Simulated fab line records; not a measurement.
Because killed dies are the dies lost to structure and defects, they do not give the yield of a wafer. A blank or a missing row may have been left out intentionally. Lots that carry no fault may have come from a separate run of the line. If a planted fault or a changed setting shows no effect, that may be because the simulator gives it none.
Split-lot study + flow n5 finfet + 7 lots, 21 wafers read, on a route of 1938 steps

## THE SPLIT
At N5_BEOL_M2_DESCUM_16 (chemistry O2, time 7 s), the setting time s was moved away from the recipe's 7 s on 6 of the 21 wafers read, by -19.3% to +19.8%. The other wafers ran this setting at the recipe's value.

The reading comes from the split's own step.

## THE READING
CAR-EUV_of_BEOL_M2_COAT_05.thk nm (the simulator's own value, which no gauge read), in nm, at N5_BEOL_M2_DESCUM_16 (chemistry O2, time 7 s). The file does not state a usual value for it. Here, 15 wafers ran the recipe; their average is 26.1 nm with a standard deviation of 0.12 nm.

| wafer  | tool, chamber at the split | time s as run, s | against the recipe | CAR-EUV_of_BEOL_M2_COAT_05.thk nm, nm | against lot-mates on the recipe |
|--------|----------------------------|------------------|--------------------|---------------------------------------|---------------------------------|
| L078.1 | rie diel-06, 1             | 7                | recipe             | 25.8                                  | -                               |
| L078.3 | rie diel-06, 3             | 7                | recipe             | 26                                    | -                               |
| L078.5 | rie diel-06, 3             | 7                | recipe             | 26                                    | -                               |
| L077.1 | rie diel-03, 2             | 7                | recipe             | 26.2                                  | -                               |
| L077.3 | rie diel-03, 3             | 5.647            | -19.3%             | 26.8                                  | +0.6                            |
| L077.6 | rie diel-03, 3             | 5.647            | -19.3%             | 26.8                                  | +0.6                            |
| L079.1 | rie diel-03, 2,0,1         | 7                | recipe             | 26                                    | -                               |
| L079.4 | rie diel-03, 2,0,1         | 7                | recipe             | 26                                    | -                               |
| L079.5 | rie diel-03, 2,0,1         | 7                | recipe             | 26                                    | -                               |
| L088.1 | rie diel-03, 2             | 7.675            | +9.6%              | 25.8                                  | -0.3                            |
| L088.2 | rie diel-03, 3             | 7                | recipe             | 26.2                                  | -                               |
| L088.5 | rie diel-03, 2             | 7                | recipe             | 26                                    | -                               |
| L089.3 | rie diel-02, 0             | 7                | recipe             | 26.2                                  | -                               |
| L089.4 | rie diel-02, 3,2           | 7                | recipe             | 26                                    | -                               |
| L089.5 | rie diel-02, 3,2           | 7                | recipe             | 26                                    | -                               |
| L090.1 | rie diel-06, 0,3           | 6.069            | -13.3%             | 26.6                                  | +0.4                            |
| L090.6 | rie diel-06, 0,3           | 6.069            | -13.3%             | 26.6                                  | +0.4                            |
| L090.5 | rie diel-06, 2             | 7                | recipe             | 26.2                                  | -                               |
| L097.3 | rie diel-06, 0             | 8.388            | +19.8%             | 25.4                                  | -0.8                            |
| L097.4 | rie diel-06, 2,0           | 7                | recipe             | 26.2                                  | -                               |
| L097.5 | rie diel-06, 2,0           | 7                | recipe             | 26.2                                  | -                               |
The file does not say which wafer passed through which chamber wherever a row lists several chambers: such a row stands for several wafers.

FIT RESULTS
A straight line over all 21 wafers: CAR-EUV_of_BEOL_M2_COAT_05.thk nm changes by -0.0364 nm for each +1% of time s; r = -0.95; the points scatter about the line by 0.11 nm.
The same after taking each lot's own level away (the mean of its wafers on the recipe; 21 wafers): -0.0335 nm for each +1%; r = -0.97; scatter 0.071 nm.
On that fit, the largest move of time s shifts the reading by 0.66 nm.
From 25.93 to 26.20 nm: that is the span of the lots' own levels, equal to 2.2 times the standard deviation above.
So the lot-to-lot level changes the slope little: the two slopes agree.
Check: -0.611 nm against its lot-mates is what the line predicts for one of the wafers moved furthest among these (+19.8%) when that wafer is left out of the fit. It came out at -0.8 nm against them.

## THE FILE'S OWN FIT
CAR-EUV_of_BEOL_M2_COAT_05.thk nm changes by -0.0344 nm for each +1% of time s, r = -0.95.
